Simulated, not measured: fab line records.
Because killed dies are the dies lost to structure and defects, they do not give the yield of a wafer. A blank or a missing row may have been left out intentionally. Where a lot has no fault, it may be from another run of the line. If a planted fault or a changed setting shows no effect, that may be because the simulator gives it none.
Matching of chambers | flow nand-harc | NHARC_A_CHANNEL_FILL_D1_ALD_14 on ald-hk-01 has 4 sister chambers
The step deposits SiO2, target thk 2.5 nm, pulse time 10 s, ald cycles 25. 14 wafers are shown with their chamber, then 7 later ones without.

## WAFERS, EACH WITH ITS CHAMBER
wafer  | chamber | heater-power-w (W) | precursor-pulse-height-rel
L074.1 | 3       | 377                | 1.008
L074.5 | 2       | 491                | 1.032
L074.6 | 1       | 509                | 0.997
L077.1 | 1       | 506                | 1.007
L077.2 | 2       | 488                | 0.999
L077.6 | 2       | 488                | 1.033
L082.1 | 1       | 520                | 1.000
L082.3 | 0       | 435                | 1.042
L082.6 | 2       | 488                | 1.009
L088.4 | 2       | 490                | 0.989
L088.5 | 0       | 458                | 1.019
L088.6 | 3       | 377                | 1.016
L090.2 | 2       | 489                | 1.007
L090.4 | 3       | 393                | 1.033

SIGNATURES (averages over the wafers above)
reading                    | chamber 0 | chamber 1 | chamber 2 | chamber 3 | scatter within a chamber
heater-power-w             | 446.50    | 511.67    | 489.00    | 382.33    | 7.43
precursor-pulse-height-rel | 1.03050   | 1.00133   | 1.01150   | 1.01900   | 0.0149
Rule: a wafer's distance from a chamber is the root of the sum, over the readings, of the square of ((its reading less the chamber's mean) divided by the reading's scatter). The wafer belongs to the nearest chamber; if the next one is less than 2 further off, it can't be placed. The scatter: take each reading less its chamber's mean, square it, sum over the shown wafers, divide by the number of wafers less the number of chambers, and take the root.

## WAFERS WITHOUT THEIR CHAMBER
wafer  | heater-power-w (W) | precursor-pulse-height-rel
L090.5 | 383                | 1.023
L094.2 | 458                | 0.988
L094.4 | 506                | 0.988
L094.6 | 384                | 1.006
L096.2 | 383                | 1.033
L096.3 | 505                | 1.001
L096.5 | 493                | 1.013

## WHICH CHAMBER EACH ONE RAN IN
wafer  | from the rows above     | in truth
L090.5 | 3                       | 3
L094.2 | can't be placed: 0 or 2 | 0
L094.4 | can't be placed: 1 or 2 | 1
L094.6 | 3                       | 3
L096.2 | 3                       | 3
L096.3 | can't be placed: 1 or 2 | 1
L096.5 | 2                       | 2
Placed correctly: 4 of 7. Can't be placed from these rows: 3 (the true chamber is among the candidates in 3). Placed wrongly: 0.
